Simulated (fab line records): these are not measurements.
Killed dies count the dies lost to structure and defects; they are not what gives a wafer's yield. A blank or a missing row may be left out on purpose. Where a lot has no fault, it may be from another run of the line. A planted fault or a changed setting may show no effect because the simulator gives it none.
Chamber matching ; flow n5 finfet ; uv cure-03 running N5_BEOL_M8_CURE_75: 3 sister chambers
The step cures SiCOH lowk, time 120 s. 16 wafers are shown with their chamber, then 8 later ones without.

WAFERS WITH THEIR CHAMBER
wafer;chamber;wafer_temp_C_max;lamp power pct (%)
L811.3;0;371.9;52.36
L811.4;0;372.1;52.40
L811.6;0;371.7;52.38
L812.1;2;371.3;52.34
L812.3;2;371.4;52.28
L812.6;2;371.3;52.29
L814.2;2;370.6;52.33
L814.4;2;371.1;52.22
L814.5;2;371.1;52.32
L818.2;1;371.4;52.32
L818.4;1;371.3;52.30
L818.6;1;371.1;52.31
L819.2;1;372.0;52.27
L819.4;1;371.3;52.20
L819.5;1;371.9;52.20
L822.1;2;371.0;52.36

SIGNATURES (averages over the wafers above)
reading;chamber 0;chamber 1;chamber 2;scatter within a chamber
wafer_temp_C_max;371.900;371.500;371.114;0.3
lamp power pct;52.3800;52.2667;52.3057;0.047
Rule: for each reading, subtract the chamber's mean from the wafer's reading, divide by that reading's scatter and square the result; add these up over the readings and take the root, which gives the wafer's distance from the chamber. The wafer belongs to the nearest chamber; if the next one is less than 2 further off, it can't be placed. The scatter: take each reading less its chamber's mean, square it, sum over the shown wafers, divide by the number of wafers less the number of chambers, and take the root.

WAFERS WITH NO CHAMBER GIVEN
wafer;wafer_temp_C_max;lamp power pct (%)
L822.2;371.0;52.29
L822.5;371.3;52.23
L828.2;371.0;52.34
L828.5;372.3;52.35
L828.6;371.6;52.30
L833.1;371.5;52.31
L833.4;371.7;52.35
L833.5;371.4;52.29

WHICH CHAMBER EACH ONE RAN IN
wafer;from the rows above;in truth
L822.2;can't be placed: 2 or 1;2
L822.5;can't be placed: 1 or 2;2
L828.2;can't be placed: 2 or 1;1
L828.5;can't be placed: 0 or 1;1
L828.6;can't be placed: 1 or 2 or 0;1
L833.1;can't be placed: 1 or 2 or 0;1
L833.4;can't be placed: 0 or 1 or 2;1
L833.5;can't be placed: 1 or 2 or 0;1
Correctly placed: 0 of 8. Unplaceable from these rows: 8, with the true chamber sitting among the candidates in 8. Wrongly placed: 0.
